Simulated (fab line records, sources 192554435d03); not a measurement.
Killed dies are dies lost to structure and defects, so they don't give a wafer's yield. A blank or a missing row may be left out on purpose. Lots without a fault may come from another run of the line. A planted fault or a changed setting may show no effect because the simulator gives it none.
One fault seen from 2 desks | flow n5_finfet | each desk has only its own numbers; what lay behind them comes last

THE METROLOGY DESK
What the gauges read, lot by lot, whatever tool the lot ran on: means of the sampled wafers that have a number. A lot is out of limits, marked OUT, if its mean lies more than 4 standard deviations from the usual mean; the brackets give that distance.
Columns: A = M12_RS at N5_BEOL_M12_RS_MEAS_54, usual 0.0598 ohm/sq
lot  | first seen here | A
L198 | day 10 19:50    | 0.0602
L199 | day 11 00:02    | 0.0602
L201 | day 11 12:31    | 0.0598
L200 | day 11 14:45    | 0.0588
L202 | day 11 15:32    | 0.0605
L204 | day 12 14:33    | 0.0601
L207 | day 12 23:09    | 0.0595
L209 | day 14 01:30    | 0.0595
L213 | day 14 05:07    | 0.0601
L215 | day 15 05:53    | 0.0597
L217 | day 15 06:26    | 0.0596
L216 | day 15 09:43    | 0.0590
L218 | day 15 13:23    | 0.0596
L220 | day 16 23:53    | 0.0598
This desk's finding: nothing out of limits on any of the 14 lots.

THE TOOL OWNER'S DESK: krf_scanner-01
The tool's own readings at N5_BEOL_M13_EXPOSE_07 (exposes mask V12): means of the sampled wafers that have a number, for each lot that ran on this tool. A lot is out of limits, marked OUT, if its mean lies more than 4 standard deviations from the usual mean; the brackets give that distance.
Columns: A = exposure_dose_mJ_cm2 at N5_BEOL_M13_EXPOSE_07, usual 24.96; B = focus_offset_nm at N5_BEOL_M13_EXPOSE_07, usual -0.1 nm; C = stage_vel_mm_s at N5_BEOL_M13_EXPOSE_07, usual 500.04 mm/s
lot  | first seen here | A     | B    | C
L201 | day 11 12:59    | 25.01 | -0.2 | 499.93
L200 | day 11 15:06    | 25.07 | 0.8  | 499.68
L202 | day 11 15:54    | 25.04 | 0.4  | 499.95
L215 | day 15 06:14    | 24.98 | 0.5  | 500.07
L217 | day 15 06:47    | 25.01 | 0.1  | 500.10
L216 | day 15 10:04    | 25.00 | -0.3 | 500.40
L218 | day 15 13:44    | 25.02 | -0.3 | 500.00
This desk's finding: nothing out of limits on any of the 7 lots.

PUT TOGETHER
The metrology desk saw nothing out of limits.
The tool owner's desk saw nothing out of limits.

WHAT THE SIMULATOR HAD PUT IN
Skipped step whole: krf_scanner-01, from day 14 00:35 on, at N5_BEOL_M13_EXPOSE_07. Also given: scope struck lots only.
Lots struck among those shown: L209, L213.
